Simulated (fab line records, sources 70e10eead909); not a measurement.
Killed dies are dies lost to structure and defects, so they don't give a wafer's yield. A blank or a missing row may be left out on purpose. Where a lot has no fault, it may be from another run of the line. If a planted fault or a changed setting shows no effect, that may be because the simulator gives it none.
Matching of chambers ; flow nand harc ; NHARC_A_STAIRCASE_DESCUM_312 on rie diel-01 has 4 sister chambers
The step chemistry O2, time 3 s. 8 wafers are shown with their chamber, then 8 later ones without.

WAFERS PAIRED WITH THEIR CHAMBERS
wafer;chamber;showerhead plenum p Torr (Torr);drypump motor current A (A)
L083.5;3;1.80;6.0
L086.1;1;1.95;5.2
L086.3;0;2.05;5.3
L086.4;2;1.96;6.6
L089.1;2;1.95;6.6
L089.4;3;1.80;5.9
L089.5;0;2.04;5.3
L090.2;1;1.94;5.1

WAFERS WITH NO CHAMBER GIVEN
wafer;showerhead plenum p Torr (Torr);drypump motor current A (A)
L090.4;1.80;6.0
L090.5;2.04;5.3
L094.2;2.03;5.2
L094.3;1.95;6.5
L094.4;1.79;5.9
L097.3;2.03;5.2
L097.5;1.94;6.6
L097.6;1.79;5.9

CHAMBER TAKEN BY EACH
wafer;from the rows above;in truth
L090.4;3;3
L090.5;0;0
L094.2;0;0
L094.3;2;2
L094.4;3;3
L097.3;0;0
L097.5;2;2
L097.6;3;3
Correctly placed: 8 of 8. Number that these rows cannot place: 0. Wrongly placed: 0.
How it was worked out, from the rows above alone: a wafer's distance from a chamber is the root of the sum, over the readings, of the square of ((its reading less the chamber's mean) divided by the reading's scatter). The wafer belongs to the nearest chamber; if the next one is less than 2 further off, it can't be placed. Each chamber's mean is taken over the wafers shown for it. The scatter is the square root of a quotient: the sum, over the shown wafers, of each reading's squared deviation from its chamber's mean, divided by wafers minus chambers.
